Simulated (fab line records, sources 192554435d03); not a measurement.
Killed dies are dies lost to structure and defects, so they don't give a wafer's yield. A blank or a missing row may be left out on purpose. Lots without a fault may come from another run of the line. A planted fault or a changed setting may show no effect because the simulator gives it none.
Split-lot experiment | flow n5_finfet | 7 lots, 39 wafers read, on a route of 1938 steps

THE SPLIT
At N5_BEOL_M0_SAQP_ETCH_106 (etches SOC in N2/H2, stops on SiNx, target depth 150 nm), the setting target_depth_a was moved away from the recipe's 1500 angstrom on 15 of the 39 wafers read, by -36.0% to +40.1%. The other wafers ran this setting at the recipe's value.

The file shows no step between the split and the reading.

THE READING
SOC_of_BEOL_M0_SAQP_COAT_105.thk_nm (the simulator's own value, which no gauge read), in nm, at N5_BEOL_M0_SAQP_ETCH_107 (etches SiNx in CH3F/O2, target depth 30 nm). The file gives no usual value for it. The 24 wafers here that ran the recipe average 12.8 nm, standard deviation 1.9 nm.

wafer  | tool, chamber at the split | target_depth_a as run, angstrom | against the recipe | SOC_of_BEOL_M0_SAQP_COAT_105.thk_nm, nm | against lot-mates on the recipe
L079.1 | rie_diel-03, 1,3           | 1500                            | recipe             | 13.8                                    | -
L079.3 | rie_diel-03, 1,3           | 1500                            | recipe             | 13.8                                    | -
L079.6 | rie_diel-03, 0             | 1500                            | recipe             | 13.4                                    | -
L081.1 | rie_diel-01, 0             | 1500                            | recipe             | 14.8                                    | -
L081.2 | rie_diel-01, 3             | 1500                            | recipe             | 8.8                                     | -
L081.3 | rie_diel-01, 1             | 1500                            | recipe             | 12.4                                    | -
L081.4 | rie_diel-01, 2             | 1500                            | recipe             | 9.8                                     | -
L081.5 | rie_diel-01, 2             | 1500                            | recipe             | 9.4                                     | -
L081.6 | rie_diel-01, 1             | 1500                            | recipe             | 12.6                                    | -
L084.1 | rie_diel-01, 0             | 1500                            | recipe             | 14.8                                    | -
L084.2 | rie_diel-01, 1             | 1201                            | -19.9%             | 28.8                                    | +17.5
L084.3 | rie_diel-01, 2             | 1500                            | recipe             | 9.8                                     | -
L084.4 | rie_diel-01, 3             | 1500                            | recipe             | 9.4                                     | -
L084.5 | rie_diel-01, 0             | 1201                            | -19.9%             | 29.8                                    | +18.5
L084.6 | rie_diel-01, 1             | 1201                            | -19.9%             | 28.6                                    | +17.3
L085.1 | rie_diel-03, 2,0,3         | 2102                            | +40.1%             | 0                                       | -12.9
L085.2 | rie_diel-03, 2,0,3         | 2102                            | +40.1%             | 0                                       | -12.9
L085.3 | rie_diel-03, 2,0,3         | 2102                            | +40.1%             | 0                                       | -12.9
L085.4 | rie_diel-03, 1             | 1500                            | recipe             | 13.4                                    | -
L085.5 | rie_diel-03, 1             | 1500                            | recipe             | 12.8                                    | -
L085.6 | rie_diel-03, 0             | 1500                            | recipe             | 12.4                                    | -
L088.1 | rie_diel-02, 3             | 1500                            | recipe             | 12.6                                    | -
L088.2 | rie_diel-02, 0,2,2         | 2099                            | +39.9%             | 0                                       | -13.5
L088.3 | rie_diel-02, 0,2,2         | 2099                            | +39.9%             | 0                                       | -13.5
L088.5 | rie_diel-02, 0,2,2         | 2099                            | +39.9%             | 0                                       | -13.5
L088.4 | rie_diel-02, 1             | 1500                            | recipe             | 14.8                                    | -
L088.6 | rie_diel-02, 3             | 1500                            | recipe             | 13                                      | -
L091.1 | rie_diel-03, 0,3           | 1024                            | -31.7%             | 38.2                                    | +23.9
L091.2 | rie_diel-03, 3             | 1024                            | -31.7%             | 38.4                                    | +24.1
L091.5 | rie_diel-03, 0,3           | 1024                            | -31.7%             | 38.4                                    | +24.1
L091.3 | rie_diel-03, 1             | 1500                            | recipe             | 14.6                                    | -
L091.6 | rie_diel-03, 2             | 1500                            | recipe             | 14.6                                    | -
L091.4 | rie_diel-03, 2             | 1500                            | recipe             | 13.6                                    | -
L095.1 | rie_diel-03, 2,3           | 960                             | -36.0%             | 40.4                                    | +26.5
L095.2 | rie_diel-03, 0             | 1500                            | recipe             | 13.6                                    | -
L095.3 | rie_diel-03, 2,3           | 960                             | -36.0%             | 40.6                                    | +26.7
L095.4 | rie_diel-03, 1             | 960                             | -36.0%             | 41.4                                    | +27.5
L095.5 | rie_diel-03, 1             | 1500                            | recipe             | 14                                      | -
L095.6 | rie_diel-03, 0             | 1500                            | recipe             | 14                                      | -
Where a row lists several chambers, the file gives one row for several wafers and doesn't say which wafer went through which chamber.

THE FIT
A straight line over all 39 wafers: SOC_of_BEOL_M0_SAQP_COAT_105.thk_nm changes by -0.532 nm for each +1% of target_depth_a; r = -0.94; the points scatter about the line by 4.4 nm.
The same after taking each lot's own level away (the mean of its wafers on the recipe; 39 wafers): -0.528 nm for each +1%; r = -0.94; scatter 4 nm.
On that fit, the largest move of target_depth_a shifts the reading by 21 nm.
The lots' own levels span 11.30 to 14.27 nm, that is 1.6 times the standard deviation above.
So the lot-to-lot level changes the slope little: the two slopes agree.
Check: with one of the wafers moved furthest among these (+40.1%) left out of the fit, the line predicts -19 nm for it against its lot-mates. It came out at -12.9 nm against them.

OTHER SPLITS ON THESE WAFERS
These wafers also went through other splits before the reading. Each is held against what the fit with the lots' levels taken away leaves over:
other split on the same wafers     | wafers away from the commonest value | r with SOC_of_BEOL_M0_SAQP_COAT_105.thk_nm (lot level and that fit taken away)
N5_FIN_SAQP_ETCH_69 target_depth_a | 12                                   | -0.08
N5_SD_EPI_N_ETCH_16 target_depth_a | 15                                   | +0.06
N5_HKMG_FIN_HK_ALD_01 ald_cycles   | 15                                   | -0.11
N5_MOL_CONTACT_COAG_ALD_27 time_s  | 18                                   | -0.18

THE WHOLE CHAIN: every reading that the file lists as answering this split, in the file's order
step                     | what it does                                            | reading                                                                              | change (the file's fit)               | r (the file's)
N5_BEOL_M0_SAQP_ETCH_106 | etches SOC in N2/H2, stops on SiNx, target depth 150 nm | SOC_of_BEOL_M0_SAQP_COAT_105.thk_nm (the simulator's own value, which no gauge read) | -0.677 nm for each +1% of the setting | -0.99
N5_BEOL_M0_SAQP_ETCH_107 | etches SiNx in CH3F/O2, target depth 30 nm              | SOC_of_BEOL_M0_SAQP_COAT_105.thk_nm (the simulator's own value, which no gauge read) | -0.532 nm for each +1% of the setting | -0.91

THE FILE'S OWN FIT
SOC_of_BEOL_M0_SAQP_COAT_105.thk_nm changes by -0.532 nm for each +1% of target_depth_a, r = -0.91.
